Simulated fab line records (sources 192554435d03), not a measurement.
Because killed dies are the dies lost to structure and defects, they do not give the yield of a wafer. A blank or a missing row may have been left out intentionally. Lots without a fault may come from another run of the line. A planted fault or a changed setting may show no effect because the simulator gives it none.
Split-lot experiment + flow n5Finfet + on a route of 1938 steps: 7 lots, 21 wafers read

## ON THE SPLIT
At N5_DUMMY_GATE_COAT_09 (resist thk 30 nm), the setting spinRpm was moved away from the recipe's 1500 rpm on 8 of the 21 wafers read, by -10.5% to +10.7%. For the rest of the wafers, this setting stayed at what the recipe calls for.

## FROM THE SPLIT TO THE READING: what the file shows between them, 6 steps
- N5_DUMMY_GATE_EBR_11
- N5_DUMMY_GATE_SOFTBAKE_10: time 60 s
- N5_DUMMY_GATE_EXPOSE_12: exposes mask GATE, target cd 25 nm
- N5_DUMMY_GATE_PEB_13: peb time 60 s
- N5_DUMMY_GATE_DEVELOP_14: develop time 30 s
- N5_DUMMY_GATE_DESCUM_20: chemistry O2, time 6.2 s

## THE READING
CAR-EUV_of_DUMMY_GATE_COAT_09.thkNm (the simulator's own value, which no gauge read), in nm, at N5_DUMMY_GATE_ETCH_29 (etches underlayer in N2/H2, target depth 13 nm). The file does not state a usual value for it. Average 19.0 nm, standard deviation 0.24 nm, over the 13 wafers here run with the recipe.

| wafer  | tool, chamber at the split | spinRpm as run, rpm | against the recipe | CAR-EUV_of_DUMMY_GATE_COAT_09.thkNm, nm | against lot-mates on the recipe |
|--------|----------------------------|---------------------|--------------------|-----------------------------------------|---------------------------------|
| L075.2 | lithoTrack-05, 0           | 1500                | recipe             | 18.4                                    | -                               |
| L075.3 | lithoTrack-05, 0           | 1500                | recipe             | 19.2                                    | -                               |
| L075.6 | lithoTrack-05, 0           | 1345                | -10.3%             | 21.2                                    | +2.4                            |
| L079.1 | lithoTrack-05, 0           | 1500                | recipe             | 19.2                                    | -                               |
| L079.5 | lithoTrack-05, 0           | 1500                | recipe             | 19.2                                    | -                               |
| L079.2 | lithoTrack-05, 0           | 1342                | -10.5%             | 20.8                                    | +1.6                            |
| L085.1 | lithoTrack-04, 0           | 1661                | +10.7%             | 17.8                                    | no lot-mate on the recipe       |
| L085.4 | lithoTrack-04, 0           | 1661                | +10.7%             | 17.4                                    | no lot-mate on the recipe       |
| L085.5 | lithoTrack-04, 0           | 1661                | +10.7%             | 17.2                                    | no lot-mate on the recipe       |
| L087.2 | lithoTrack-05, 0           | 1500                | recipe             | 19                                      | -                               |
| L087.5 | lithoTrack-05, 0           | 1500                | recipe             | 19                                      | -                               |
| L087.6 | lithoTrack-05, 0           | 1500                | recipe             | 19                                      | -                               |
| L088.2 | lithoTrack-05, 0           | 1557                | +3.8%              | 18.2                                    | -0.9                            |
| L088.4 | lithoTrack-05, 0           | 1500                | recipe             | 19.4                                    | -                               |
| L088.5 | lithoTrack-05, 0           | 1500                | recipe             | 18.8                                    | -                               |
| L092.1 | lithoTrack-04, 0           | 1500                | recipe             | 19.2                                    | -                               |
| L092.2 | lithoTrack-04, 0           | 1500                | recipe             | 19                                      | -                               |
| L092.5 | lithoTrack-04, 0           | 1500                | recipe             | 19                                      | -                               |
| L097.2 | lithoTrack-04, 0           | 1500                | recipe             | 19.2                                    | -                               |
| L097.3 | lithoTrack-04, 0           | 1557                | +3.8%              | 18.8                                    | -0.4                            |
| L097.4 | lithoTrack-04, 0           | 1557                | +3.8%              | 18                                      | -1.2                            |

THE FIT
A straight line over all 21 wafers: CAR-EUV_of_DUMMY_GATE_COAT_09.thkNm changes by -0.166 nm for each +1% of spinRpm; r = -0.95; the points scatter about the line by 0.29 nm.
The same after taking each lot's own level away (the mean of its wafers on the recipe; 18 wafers): -0.197 nm for each +1%; r = -0.94; scatter 0.28 nm.
On that fit, the largest move of spinRpm shifts the reading by 2.1 nm.
The span of the lots' own levels, 18.80 to 19.20 nm, comes to 1.7 times the standard deviation stated above.
So the slope is not independent of the lot-to-lot level: the two fits are not the same.
Check: for one of the wafers moved furthest among these (-10.5%), held out of the fit, the line's prediction against its lot-mates is +2.42 nm. Against them it came out at +1.6 nm.

## OTHER SPLITS APPLIED TO THESE WAFERS
Before the reading, these wafers also passed through other splits. Each is held against what the fit with the lots' levels taken away leaves over:
| other split on the same wafers          | wafers away from the commonest value | r with CAR-EUV_of_DUMMY_GATE_COAT_09.thkNm (lot level and that fit taken away) |
|-----------------------------------------|--------------------------------------|--------------------------------------------------------------------------------|
| N5_WELL_APT_EXPOSE_05 doseMj            | 6                                    | +0.07                                                                          |
| N5_WELL_APT_DEVELOP_07 developTimeS     | 3                                    | +0.27                                                                          |
| N5_PMOS_HMC_CHANNEL_EPI_HM_DEP_34 timeS | 8                                    | +0.27                                                                          |
| N5_PMOS_HMC_CHANNEL_EPI_PEB_07 pebTempC | 7                                    | -0.16                                                                          |
| N5_FIN_CUT_COAT_18 spinRpm              | 9                                    | +0.05                                                                          |
| N5_DUMMY_GATE_HM_DEP_06 timeS           | 15                                   | +0.05                                                                          |

## THE WHOLE CHAIN: every reading that the file lists as answering this split, in the file's order
| step                     | what it does                                   | reading                                                                              | change (the file's fit)               | r (the file's) |
|--------------------------|------------------------------------------------|--------------------------------------------------------------------------------------|---------------------------------------|----------------|
| N5_DUMMY_GATE_COAT_09    | resist thk 30 nm                               | CAR-EUV_of_DUMMY_GATE_COAT_09.thkNm (the simulator's own value, which no gauge read) | -0.171 nm for each +1% of the setting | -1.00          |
| N5_DUMMY_GATE_DEVELOP_14 | develop time 30 s                              | CAR-EUV_of_DUMMY_GATE_COAT_09.thkNm (the simulator's own value, which no gauge read) | -0.152 nm for each +1% of the setting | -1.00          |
| N5_DUMMY_GATE_DESCUM_20  | chemistry O2, time 6.2 s                       | CAR-EUV_of_DUMMY_GATE_COAT_09.thkNm (the simulator's own value, which no gauge read) | -0.162 nm for each +1% of the setting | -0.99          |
| N5_DUMMY_GATE_ETCH_29    | etches underlayer in N2/H2, target depth 13 nm | CAR-EUV_of_DUMMY_GATE_COAT_09.thkNm (the simulator's own value, which no gauge read) | -0.195 nm for each +1% of the setting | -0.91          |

## THE FILE'S OWN FIT
CAR-EUV_of_DUMMY_GATE_COAT_09.thkNm changes by -0.195 nm for each +1% of spinRpm, r = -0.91.
